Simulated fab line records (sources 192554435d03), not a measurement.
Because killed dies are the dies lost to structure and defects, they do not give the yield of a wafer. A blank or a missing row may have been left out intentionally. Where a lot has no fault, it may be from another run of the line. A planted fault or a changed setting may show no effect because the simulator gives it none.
Split-lot experiment || flow n5-finfet || 7 lots, 39 wafers read, on a route of 1938 steps

## ABOUT THE SPLIT
At N5_DUMMY_GATE_HM_DEP_06 (deposits SiNx from DCS/NH3, target thk 80 nm, time 5141 s), the setting target-thk-a was moved away from the recipe's 800 angstrom on 30 of the 39 wafers read, by -11.7% to +11.8%. This setting was run at the recipe's value on the other wafers.

Reading taken at the split's own step.

## THE READING
SiNx_of_DUMMY_GATE_HM_DEP_06.thk-nm (the simulator's own value, which no gauge read), in nm, at N5_DUMMY_GATE_HM_DEP_06 (deposits SiNx from DCS/NH3, target thk 80 nm, time 5141 s). The file gives no usual value for it. Here, 9 wafers ran the recipe; their average is 80.8 nm with a standard deviation of 0.28 nm.

{"wafer": "L076.1", "tool, chamber at the split": "-, -", "target-thk-a as run, angstrom": 873.6, "against the recipe": "+9.2%", "SiNx_of_DUMMY_GATE_HM_DEP_06.thk-nm, nm": 88, "against lot-mates on the recipe": "no lot-mate on the recipe"}
{"wafer": "L076.2", "tool, chamber at the split": "-, -", "target-thk-a as run, angstrom": 873.6, "against the recipe": "+9.2%", "SiNx_of_DUMMY_GATE_HM_DEP_06.thk-nm, nm": 88.6, "against lot-mates on the recipe": "no lot-mate on the recipe"}
{"wafer": "L076.3", "tool, chamber at the split": "-, -", "target-thk-a as run, angstrom": 873.6, "against the recipe": "+9.2%", "SiNx_of_DUMMY_GATE_HM_DEP_06.thk-nm, nm": 88.2, "against lot-mates on the recipe": "no lot-mate on the recipe"}
{"wafer": "L076.5", "tool, chamber at the split": "-, -", "target-thk-a as run, angstrom": 873.6, "against the recipe": "+9.2%", "SiNx_of_DUMMY_GATE_HM_DEP_06.thk-nm, nm": 88.2, "against lot-mates on the recipe": "no lot-mate on the recipe"}
{"wafer": "L076.4", "tool, chamber at the split": "-, -", "target-thk-a as run, angstrom": 873.6, "against the recipe": "+9.2%", "SiNx_of_DUMMY_GATE_HM_DEP_06.thk-nm, nm": 88.4, "against lot-mates on the recipe": "no lot-mate on the recipe"}
{"wafer": "L076.6", "tool, chamber at the split": "-, -", "target-thk-a as run, angstrom": 873.6, "against the recipe": "+9.2%", "SiNx_of_DUMMY_GATE_HM_DEP_06.thk-nm, nm": 87.8, "against lot-mates on the recipe": "no lot-mate on the recipe"}
{"wafer": "L077.1", "tool, chamber at the split": "-, -", "target-thk-a as run, angstrom": 800, "against the recipe": "recipe", "SiNx_of_DUMMY_GATE_HM_DEP_06.thk-nm, nm": 81, "against lot-mates on the recipe": "-"}
{"wafer": "L077.3", "tool, chamber at the split": "-, -", "target-thk-a as run, angstrom": 800, "against the recipe": "recipe", "SiNx_of_DUMMY_GATE_HM_DEP_06.thk-nm, nm": 81, "against lot-mates on the recipe": "-"}
{"wafer": "L077.2", "tool, chamber at the split": "-, -", "target-thk-a as run, angstrom": 800, "against the recipe": "recipe", "SiNx_of_DUMMY_GATE_HM_DEP_06.thk-nm, nm": 81.2, "against lot-mates on the recipe": "-"}
{"wafer": "L077.5", "tool, chamber at the split": "-, -", "target-thk-a as run, angstrom": 800, "against the recipe": "recipe", "SiNx_of_DUMMY_GATE_HM_DEP_06.thk-nm, nm": 81.2, "against lot-mates on the recipe": "-"}
{"wafer": "L077.4", "tool, chamber at the split": "-, -", "target-thk-a as run, angstrom": 800, "against the recipe": "recipe", "SiNx_of_DUMMY_GATE_HM_DEP_06.thk-nm, nm": 80.6, "against lot-mates on the recipe": "-"}
{"wafer": "L077.6", "tool, chamber at the split": "-, -", "target-thk-a as run, angstrom": 800, "against the recipe": "recipe", "SiNx_of_DUMMY_GATE_HM_DEP_06.thk-nm, nm": 80.6, "against lot-mates on the recipe": "-"}
{"wafer": "L079.1", "tool, chamber at the split": "-, -", "target-thk-a as run, angstrom": 894.6, "against the recipe": "+11.8%", "SiNx_of_DUMMY_GATE_HM_DEP_06.thk-nm, nm": 89.2, "against lot-mates on the recipe": "no lot-mate on the recipe"}
{"wafer": "L079.2", "tool, chamber at the split": "-, -", "target-thk-a as run, angstrom": 894.6, "against the recipe": "+11.8%", "SiNx_of_DUMMY_GATE_HM_DEP_06.thk-nm, nm": 89.2, "against lot-mates on the recipe": "no lot-mate on the recipe"}
{"wafer": "L079.3", "tool, chamber at the split": "-, -", "target-thk-a as run, angstrom": 894.6, "against the recipe": "+11.8%", "SiNx_of_DUMMY_GATE_HM_DEP_06.thk-nm, nm": 89, "against lot-mates on the recipe": "no lot-mate on the recipe"}
{"wafer": "L079.6", "tool, chamber at the split": "-, -", "target-thk-a as run, angstrom": 894.6, "against the recipe": "+11.8%", "SiNx_of_DUMMY_GATE_HM_DEP_06.thk-nm, nm": 89, "against lot-mates on the recipe": "no lot-mate on the recipe"}
{"wafer": "L079.4", "tool, chamber at the split": "-, -", "target-thk-a as run, angstrom": 894.6, "against the recipe": "+11.8%", "SiNx_of_DUMMY_GATE_HM_DEP_06.thk-nm, nm": 89.6, "against lot-mates on the recipe": "no lot-mate on the recipe"}
{"wafer": "L079.5", "tool, chamber at the split": "-, -", "target-thk-a as run, angstrom": 894.6, "against the recipe": "+11.8%", "SiNx_of_DUMMY_GATE_HM_DEP_06.thk-nm, nm": 89.8, "against lot-mates on the recipe": "no lot-mate on the recipe"}
{"wafer": "L080.1", "tool, chamber at the split": "-, -", "target-thk-a as run, angstrom": 706.1, "against the recipe": "-11.7%", "SiNx_of_DUMMY_GATE_HM_DEP_06.thk-nm, nm": 70.4, "against lot-mates on the recipe": "no lot-mate on the recipe"}
{"wafer": "L080.2", "tool, chamber at the split": "-, -", "target-thk-a as run, angstrom": 706.1, "against the recipe": "-11.7%", "SiNx_of_DUMMY_GATE_HM_DEP_06.thk-nm, nm": 71.6, "against lot-mates on the recipe": "no lot-mate on the recipe"}
{"wafer": "L080.3", "tool, chamber at the split": "-, -", "target-thk-a as run, angstrom": 706.1, "against the recipe": "-11.7%", "SiNx_of_DUMMY_GATE_HM_DEP_06.thk-nm, nm": 70.6, "against lot-mates on the recipe": "no lot-mate on the recipe"}
{"wafer": "L080.4", "tool, chamber at the split": "-, -", "target-thk-a as run, angstrom": 706.1, "against the recipe": "-11.7%", "SiNx_of_DUMMY_GATE_HM_DEP_06.thk-nm, nm": 71.4, "against lot-mates on the recipe": "no lot-mate on the recipe"}
{"wafer": "L080.5", "tool, chamber at the split": "-, -", "target-thk-a as run, angstrom": 706.1, "against the recipe": "-11.7%", "SiNx_of_DUMMY_GATE_HM_DEP_06.thk-nm, nm": 70.8, "against lot-mates on the recipe": "no lot-mate on the recipe"}
{"wafer": "L080.6", "tool, chamber at the split": "-, -", "target-thk-a as run, angstrom": 706.1, "against the recipe": "-11.7%", "SiNx_of_DUMMY_GATE_HM_DEP_06.thk-nm, nm": 71, "against lot-mates on the recipe": "no lot-mate on the recipe"}
{"wafer": "L082.2", "tool, chamber at the split": "lpcvd-01, 1/20", "target-thk-a as run, angstrom": 800, "against the recipe": "recipe", "SiNx_of_DUMMY_GATE_HM_DEP_06.thk-nm, nm": 80.6, "against lot-mates on the recipe": "-"}
{"wafer": "L082.4", "tool, chamber at the split": "lpcvd-01, 1/29", "target-thk-a as run, angstrom": 800, "against the recipe": "recipe", "SiNx_of_DUMMY_GATE_HM_DEP_06.thk-nm, nm": 81, "against lot-mates on the recipe": "-"}
{"wafer": "L082.5", "tool, chamber at the split": "lpcvd-01, 1/34", "target-thk-a as run, angstrom": 800, "against the recipe": "recipe", "SiNx_of_DUMMY_GATE_HM_DEP_06.thk-nm, nm": 80.4, "against lot-mates on the recipe": "-"}
{"wafer": "L084.1", "tool, chamber at the split": "-, -", "target-thk-a as run, angstrom": 740.6, "against the recipe": "-7.4%", "SiNx_of_DUMMY_GATE_HM_DEP_06.thk-nm, nm": 74.4, "against lot-mates on the recipe": "no lot-mate on the recipe"}
{"wafer": "L084.2", "tool, chamber at the split": "-, -", "target-thk-a as run, angstrom": 740.6, "against the recipe": "-7.4%", "SiNx_of_DUMMY_GATE_HM_DEP_06.thk-nm, nm": 75, "against lot-mates on the recipe": "no lot-mate on the recipe"}
{"wafer": "L084.3", "tool, chamber at the split": "-, -", "target-thk-a as run, angstrom": 740.6, "against the recipe": "-7.4%", "SiNx_of_DUMMY_GATE_HM_DEP_06.thk-nm, nm": 74, "against lot-mates on the recipe": "no lot-mate on the recipe"}
{"wafer": "L084.4", "tool, chamber at the split": "-, -", "target-thk-a as run, angstrom": 740.6, "against the recipe": "-7.4%", "SiNx_of_DUMMY_GATE_HM_DEP_06.thk-nm, nm": 74, "against lot-mates on the recipe": "no lot-mate on the recipe"}
{"wafer": "L084.6", "tool, chamber at the split": "-, -", "target-thk-a as run, angstrom": 740.6, "against the recipe": "-7.4%", "SiNx_of_DUMMY_GATE_HM_DEP_06.thk-nm, nm": 74, "against lot-mates on the recipe": "no lot-mate on the recipe"}
{"wafer": "L084.5", "tool, chamber at the split": "-, -", "target-thk-a as run, angstrom": 740.6, "against the recipe": "-7.4%", "SiNx_of_DUMMY_GATE_HM_DEP_06.thk-nm, nm": 74.2, "against lot-mates on the recipe": "no lot-mate on the recipe"}
{"wafer": "L088.1", "tool, chamber at the split": "-, -", "target-thk-a as run, angstrom": 735.7, "against the recipe": "-8.0%", "SiNx_of_DUMMY_GATE_HM_DEP_06.thk-nm, nm": 73, "against lot-mates on the recipe": "no lot-mate on the recipe"}
{"wafer": "L088.3", "tool, chamber at the split": "-, -", "target-thk-a as run, angstrom": 735.7, "against the recipe": "-8.0%", "SiNx_of_DUMMY_GATE_HM_DEP_06.thk-nm, nm": 73, "against lot-mates on the recipe": "no lot-mate on the recipe"}
{"wafer": "L088.5", "tool, chamber at the split": "-, -", "target-thk-a as run, angstrom": 735.7, "against the recipe": "-8.0%", "SiNx_of_DUMMY_GATE_HM_DEP_06.thk-nm, nm": 73, "against lot-mates on the recipe": "no lot-mate on the recipe"}
{"wafer": "L088.6", "tool, chamber at the split": "-, -", "target-thk-a as run, angstrom": 735.7, "against the recipe": "-8.0%", "SiNx_of_DUMMY_GATE_HM_DEP_06.thk-nm, nm": 73, "against lot-mates on the recipe": "no lot-mate on the recipe"}
{"wafer": "L088.2", "tool, chamber at the split": "-, -", "target-thk-a as run, angstrom": 735.7, "against the recipe": "-8.0%", "SiNx_of_DUMMY_GATE_HM_DEP_06.thk-nm, nm": 72.8, "against lot-mates on the recipe": "no lot-mate on the recipe"}
{"wafer": "L088.4", "tool, chamber at the split": "-, -", "target-thk-a as run, angstrom": 735.7, "against the recipe": "-8.0%", "SiNx_of_DUMMY_GATE_HM_DEP_06.thk-nm, nm": 72.6, "against lot-mates on the recipe": "no lot-mate on the recipe"}

THE FIT
A straight line over all 39 wafers: SiNx_of_DUMMY_GATE_HM_DEP_06.thk-nm changes by +0.815 nm for each +1% of target-thk-a; r = +1.00; the points scatter about the line by 0.62 nm.
Too few moved wafers have a lot-mate on the recipe to fit a line with each lot's own level taken away.

## FILE'S OWN FIT
SiNx_of_DUMMY_GATE_HM_DEP_06.thk-nm changes by +0.815 nm for each +1% of target-thk-a, r = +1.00.
